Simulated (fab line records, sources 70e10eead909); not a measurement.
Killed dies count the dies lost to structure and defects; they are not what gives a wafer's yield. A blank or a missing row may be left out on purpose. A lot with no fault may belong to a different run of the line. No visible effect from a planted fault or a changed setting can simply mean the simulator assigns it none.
Which tool did it? :: flow nand_harc :: 11 lots with 33 wafers sampled at 7 steps, on a route of 1302 steps

== WHAT EACH GAUGE READ, for each wafer ==
NHARC_A_BLC_CD_MEAS_19.
lot: L984
measured: day 23 22:48
on: cd_sem-01
cd_nm (nm): 96 102 107

lot: L985
measured: day 24 23:40
on: cd_sem-01
cd_nm (nm): 95 102 99

lot: L989
measured: day 25 05:58
on: cd_sem-03
cd_nm (nm): 104 99 96

lot: L992
measured: day 26 21:41
on: cd_sem-03
cd_nm (nm): 98 101 101

lot: L996
measured: day 28 09:50
on: cd_sem-02
cd_nm (nm): 100 92 96

lot: L995
measured: day 28 11:35
on: cd_sem-01
cd_nm (nm): 95 102 99

lot: L997
measured: day 28 17:02
on: cd_sem-01
cd_nm (nm): 100 103 97

lot: L999
measured: day 28 22:34
on: cd_sem-01
cd_nm (nm): 103 98 100

lot: L998
measured: day 29 00:13
on: cd_sem-03
cd_nm (nm): 101 102 104

lot: L101
measured: day 30 10:01
on: cd_sem-01
cd_nm (nm): 98 103 98

lot: L100
measured: day 30 19:04
on: cd_sem-03
cd_nm (nm): 104 100 97

NHARC_A_M0_CD_MEAS_09 targets a cd of 80 nm.
lot: L984
measured: day 24 01:38
on: cd_sem-01
cd_nm (nm): 81.5 81.5 80.9

lot: L985
measured: day 25 03:02
on: cd_sem-03
cd_nm (nm): 80.4 80.0 79.5

lot: L989
measured: day 25 09:20
on: cd_sem-03
cd_nm (nm): 79.6 80.4 81.0

lot: L992
measured: day 27 00:38
on: cd_sem-01
cd_nm (nm): 80.0 80.1 80.3

lot: L996
measured: day 28 12:46
on: cd_sem-01
cd_nm (nm): 79.5 80.1 79.2

lot: L995
measured: day 28 14:29
on: cd_sem-02
cd_nm (nm): 80.0 78.7 79.9

lot: L997
measured: day 28 19:56
on: cd_sem-01
cd_nm (nm): 78.0 79.9 80.5

lot: L999
measured: day 29 01:29
on: cd_sem-01
cd_nm (nm): 78.5 80.7 81.0

lot: L998
measured: day 29 03:05
on: cd_sem-01
cd_nm (nm): 61.8 60.6 62.0

lot: L101
measured: day 30 12:59
on: cd_sem-01
cd_nm (nm): 82.0 79.5 80.1

lot: L100
measured: day 30 22:23
on: cd_sem-01
cd_nm (nm): 65.3 66.2 66.3

NHARC_A_M0_OVL_MEAS_10: pitch 160 nm.
lot: L984
measured: day 24 01:43
on: overlay-01
overlay_x_nm (nm): 1.4 1.4 2.0
overlay_y_nm (nm): 1.6 2.3 2.1

lot: L985
measured: day 25 03:07
on: overlay-02
overlay_x_nm (nm): 0.6 1.0 0.5
overlay_y_nm (nm): -1.4 -1.9 -0.7

lot: L989
measured: day 25 09:25
on: overlay-02
overlay_x_nm (nm): 0.6 0.3 0.7
overlay_y_nm (nm): -1.2 -1.2 -1.2

lot: L992
measured: day 27 00:43
on: overlay-02
overlay_x_nm (nm): 0.1 0.2 0.2
overlay_y_nm (nm): -1.6 -1.6 -1.4

lot: L996
measured: day 28 12:51
on: overlay-01
overlay_x_nm (nm): -1.1 -1.3 -1.0
overlay_y_nm (nm): -0.6 -1.7 -0.6

lot: L995
measured: day 28 14:35
on: overlay-01
overlay_x_nm (nm): 0.3 1.0 1.1
overlay_y_nm (nm): -0.8 -0.6 -0.2

lot: L997
measured: day 28 20:01
on: overlay-02
overlay_x_nm (nm): 0.3 0.3 0.4
overlay_y_nm (nm): -0.4 -0.9 -0.3

lot: L999
measured: day 29 01:34
on: overlay-02
overlay_x_nm (nm): 0.5 0.5 0.8
overlay_y_nm (nm): 1.9 2.2 2.7

lot: L998
measured: day 29 03:11
on: overlay-02
overlay_x_nm (nm): 1.8 1.2 1.0
overlay_y_nm (nm): -0.6 -0.2 -0.8

lot: L101
measured: day 30 13:04
on: overlay-01
overlay_x_nm (nm): 1.7 1.3 0.4
overlay_y_nm (nm): -1.1 -1.6 -1.3

lot: L100
measured: day 30 22:28
on: overlay-01
overlay_x_nm (nm): 1.4 1.4 0.7
overlay_y_nm (nm): -0.6 -0.5 -0.7

NHARC_A_M0_CD_MEAS_16.
lot: L984
measured: day 24 02:07
on: cd_sem-01
cd_nm (nm): 83.1 81.2 80.9

lot: L985
measured: day 25 03:39
on: cd_sem-01
cd_nm (nm): 80.7 78.7 79.1

lot: L989
measured: day 25 09:49
on: cd_sem-02
cd_nm (nm): 79.5 82.0 81.5

lot: L992
measured: day 27 01:07
on: cd_sem-03
cd_nm (nm): 79.5 80.6 80.3

lot: L996
measured: day 28 13:14
on: cd_sem-02
cd_nm (nm): 80.3 79.8 79.6

lot: L995
measured: day 28 14:59
on: cd_sem-02
cd_nm (nm): 79.5 78.7 80.3

lot: L997
measured: day 28 20:25
on: cd_sem-03
cd_nm (nm): 76.3 80.8 80.6

lot: L999
measured: day 29 01:58
on: cd_sem-02
cd_nm (nm): 80.0 81.1 80.7

lot: L998
measured: day 29 03:34
on: cd_sem-02
cd_nm (nm): 61.4 59.3 61.3

lot: L101
measured: day 30 13:28
on: cd_sem-03
cd_nm (nm): 81.9 78.3 79.3

lot: L100
measured: day 30 22:52
on: cd_sem-01
cd_nm (nm): 65.2 65.0 66.2

NHARC_END_SORT_01.
lot: L998
measured: day 30 18:03
on: prober-01
defect_limited_yield (%): 4.0 5.6 4.3
killed_at_array: 649 635 646
killed_at_other: 0 2 1
killed_at_periphery: 1 2 1
killed_dies: 650 639 648
killed_open: 4 2 3
killed_short: 3 2 2
sort_bin_2_pct (%): 90.8 91.0 91.0
sort_bin_3_pct (%): 0.3 0.6 0.7
sort_bin_4_pct (%): 4.9 2.8 4.0
sort_n_pass: 27 38 29
sort_rim_yield_pct (%): 0 0 0
sort_yield_pct (%): 4.0 5.6 4.3

== WHICH TOOL RAN EACH LOT (tool, then ch and the chambers of the sampled wafers, then the start) ==
lot: L984
NHARC_A_M0_EXPOSE_06: arfi_scanner-03 ch 0, day 24 01:29
NHARC_A_M0_DESCUM_14: rie_diel-09 ch 0,1,2, day 24 01:49

lot: L985
NHARC_A_M0_EXPOSE_06: arfi_scanner-01 ch 0, day 25 02:54
NHARC_A_M0_DESCUM_14: rie_diel-12 ch 2,3, day 25 03:13

lot: L989
NHARC_A_M0_EXPOSE_06: arfi_scanner-01 ch 0, day 25 09:11
NHARC_A_M0_DESCUM_14: rie_diel-09 ch 0,3, day 25 09:31

lot: L992
NHARC_A_M0_EXPOSE_06: arfi_scanner-03 ch 0, day 27 00:30
NHARC_A_M0_DESCUM_14: rie_diel-09 ch 0,1, day 27 00:49

lot: L996
NHARC_A_M0_EXPOSE_06: arfi_scanner-03 ch 0, day 28 12:37
NHARC_A_M0_DESCUM_14: rie_diel-13 ch 0,1,2, day 28 12:57

lot: L995
NHARC_A_M0_EXPOSE_06: arfi_scanner-01 ch 0, day 28 14:21
NHARC_A_M0_DESCUM_14: rie_diel-13 ch 0,1,3, day 28 14:41

lot: L997
NHARC_A_M0_EXPOSE_06: arfi_scanner-03 ch 0, day 28 19:47
NHARC_A_M0_DESCUM_14: rie_diel-13 ch 0,2,3, day 28 20:07

lot: L999
NHARC_A_M0_EXPOSE_06: arfi_scanner-02 ch 0, day 29 01:21
NHARC_A_M0_DESCUM_14: rie_diel-13 ch 1,2,3, day 29 01:41

lot: L998
NHARC_A_M0_EXPOSE_06: arfi_scanner-03 ch 0, day 29 02:57
NHARC_A_M0_DESCUM_14: rie_diel-12 ch 0,1,2, day 29 03:17

lot: L101
NHARC_A_M0_EXPOSE_06: arfi_scanner-01 ch 0, day 30 12:51
NHARC_A_M0_DESCUM_14: rie_diel-13 ch 0,2, day 30 13:11

lot: L100
NHARC_A_M0_EXPOSE_06: arfi_scanner-03 ch 0, day 30 22:14
NHARC_A_M0_DESCUM_14: rie_diel-12 ch 1,2,3, day 30 22:34
- NHARC_A_M0_EXPOSE_06: exposes mask A M0, target cd 80 nm.
- NHARC_A_M0_DESCUM_14: chemistry O2, time 3 s.

== AS READ BY THE TOOLS THEMSELVES (means over the sampled wafers that have a number; for cases with no such wafer, the mark the record gives instead) ==
NHARC_A_M0_EXPOSE_06.
lot: L984
tool: arfi_scanner-03
exposure_dose_mJ_cm2: 83.31

lot: L985
tool: arfi_scanner-01
exposure_dose_mJ_cm2: 83.25

lot: L989
tool: arfi_scanner-01
exposure_dose_mJ_cm2: 83.26

lot: L992
tool: arfi_scanner-03
exposure_dose_mJ_cm2: 83.27

lot: L996
tool: arfi_scanner-03
exposure_dose_mJ_cm2: 83.27

lot: L995
tool: arfi_scanner-01
exposure_dose_mJ_cm2: 83.19

lot: L997
tool: arfi_scanner-03
exposure_dose_mJ_cm2: 83.35

lot: L999
tool: arfi_scanner-02
exposure_dose_mJ_cm2: 83.19

lot: L998
tool: arfi_scanner-03
exposure_dose_mJ_cm2: 62.63

lot: L101
tool: arfi_scanner-01
exposure_dose_mJ_cm2: 83.20

lot: L100
tool: arfi_scanner-03
exposure_dose_mJ_cm2: 66.94

NHARC_A_M0_DESCUM_14.
lot: L984
tool: rie_diel-09
chamber_pressure_mTorr (mTorr): 59.98
drypump_motor_current_A (A): 6.0
oes_product_au (a.u.): 0.990
rf_vpp_V (V): 57.7
showerhead_plenum_p_Torr (Torr): 1.86
throttle_valve_pct (%): 11.308

lot: L985
tool: rie_diel-12
chamber_pressure_mTorr (mTorr): 60.00
drypump_motor_current_A (A): 5.8
oes_product_au (a.u.): 1.002
rf_vpp_V (V): 58.0
showerhead_plenum_p_Torr (Torr): 1.85
throttle_valve_pct (%): 11.302

lot: L989
tool: rie_diel-09
chamber_pressure_mTorr (mTorr): 60.06
drypump_motor_current_A (A): 6.1
oes_product_au (a.u.): 1.020
rf_vpp_V (V): 57.4
showerhead_plenum_p_Torr (Torr): 1.78
throttle_valve_pct (%): 11.313

lot: L992
tool: rie_diel-09
chamber_pressure_mTorr (mTorr): 59.98
drypump_motor_current_A (A): 6.0
oes_product_au (a.u.): 1.001
rf_vpp_V (V): 58.1
showerhead_plenum_p_Torr (Torr): 1.86
throttle_valve_pct (%): 11.309

lot: L996
tool: rie_diel-13
chamber_pressure_mTorr (mTorr): 60.02
drypump_motor_current_A (A): 5.5
oes_product_au (a.u.): 0.995
rf_vpp_V (V): 57.7
showerhead_plenum_p_Torr (Torr): 1.97
throttle_valve_pct (%): 11.314

lot: L995
tool: rie_diel-13
chamber_pressure_mTorr (mTorr): 60.03
drypump_motor_current_A (A): 5.3
oes_product_au (a.u.): 1.005
rf_vpp_V (V): 57.7
showerhead_plenum_p_Torr (Torr): 1.92
throttle_valve_pct (%): 11.318

lot: L997
tool: rie_diel-13
chamber_pressure_mTorr (mTorr): 60.05
drypump_motor_current_A (A): 5.6
oes_product_au (a.u.): 1.003
rf_vpp_V (V): 57.8
showerhead_plenum_p_Torr (Torr): 1.93
throttle_valve_pct (%): 11.307

lot: L999
tool: rie_diel-13
chamber_pressure_mTorr (mTorr): 60.05
drypump_motor_current_A (A): 5.8
oes_product_au (a.u.): 0.998
rf_vpp_V (V): 58.0
showerhead_plenum_p_Torr (Torr): 1.94
throttle_valve_pct (%): 11.318

lot: L998
tool: rie_diel-12
chamber_pressure_mTorr (mTorr): 60.01
drypump_motor_current_A (A): 5.6
oes_product_au (a.u.): 0.987
rf_vpp_V (V): 58.0
showerhead_plenum_p_Torr (Torr): 1.88
throttle_valve_pct (%): 11.308

lot: L101
tool: rie_diel-13
chamber_pressure_mTorr (mTorr): 59.99
drypump_motor_current_A (A): 5.3
oes_product_au (a.u.): 1.010
rf_vpp_V (V): 58.5
showerhead_plenum_p_Torr (Torr): 1.97
throttle_valve_pct (%): 11.311

lot: L100
tool: rie_diel-12
chamber_pressure_mTorr (mTorr): 60.00
drypump_motor_current_A (A): 5.7
oes_product_au (a.u.): 0.990
rf_vpp_V (V): 57.6
showerhead_plenum_p_Torr (Torr): 1.90
throttle_valve_pct (%): 11.314

== THE ANSWER, worked out from the rows above alone ==
Rule: the lots themselves supply what counts as usual. The widest of any qualifying gaps counts: lots, ordered by their means at a reading, are off when they make up no more than a third of the lots, leave a main group of 4 or more, and stand apart from it by 3 or more times the standard deviation of that group's means. Not used: any main group whose means are identical at the precision the tables above print for the reading. Also off: a lot with no number at a reading for which 4 or more lots have one. Where the step has rows for the other lots, those lots are counted as sound. The gauges are gone through in route order, then the tools' own readings, and for those a lot's mean is taken as printed above. The first step at which some lot is off is used, and at that step the reading that is off furthest; a lot without a number counts as furthest.
Off: L998, L100, at NHARC_A_M0_CD_MEAS_09 (cd_nm). Main group: mean 80.1 nm, sd 0.55.
If a tool, at a process step before that reading, ran all the lots that are off and no sound lot after the first of them, it fits. Not tried: the gauges at NHARC_A_M0_CD_MEAS_09; whatever is off there is also off at NHARC_A_M0_EXPOSE_06, on other tools, and gauge error can't account for it. One candidate fits, namely arfi_scanner-03 at NHARC_A_M0_EXPOSE_06. Its last sound lot is L997 (day 28 19:47), its first lot that is off L998 (day 29 02:57): a fault that began between those two fits.
The tool's own readings at NHARC_A_M0_EXPOSE_06 bear it out: on the lots that are off they differ by more than 5 times the standard deviation of the sound lots' means. exposure_dose_mJ_cm2 reads 64.78 there against 83.25 on the sound lots.

== WHAT THE SIMULATOR HAD INSERTED ==
Process parameter drift: arfi_scanner-03, from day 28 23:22 on, at NHARC_A_M0_EXPOSE_06. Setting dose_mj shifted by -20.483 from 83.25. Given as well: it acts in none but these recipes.
Struck lots among those shown: L998, L100. The rule above found the same.
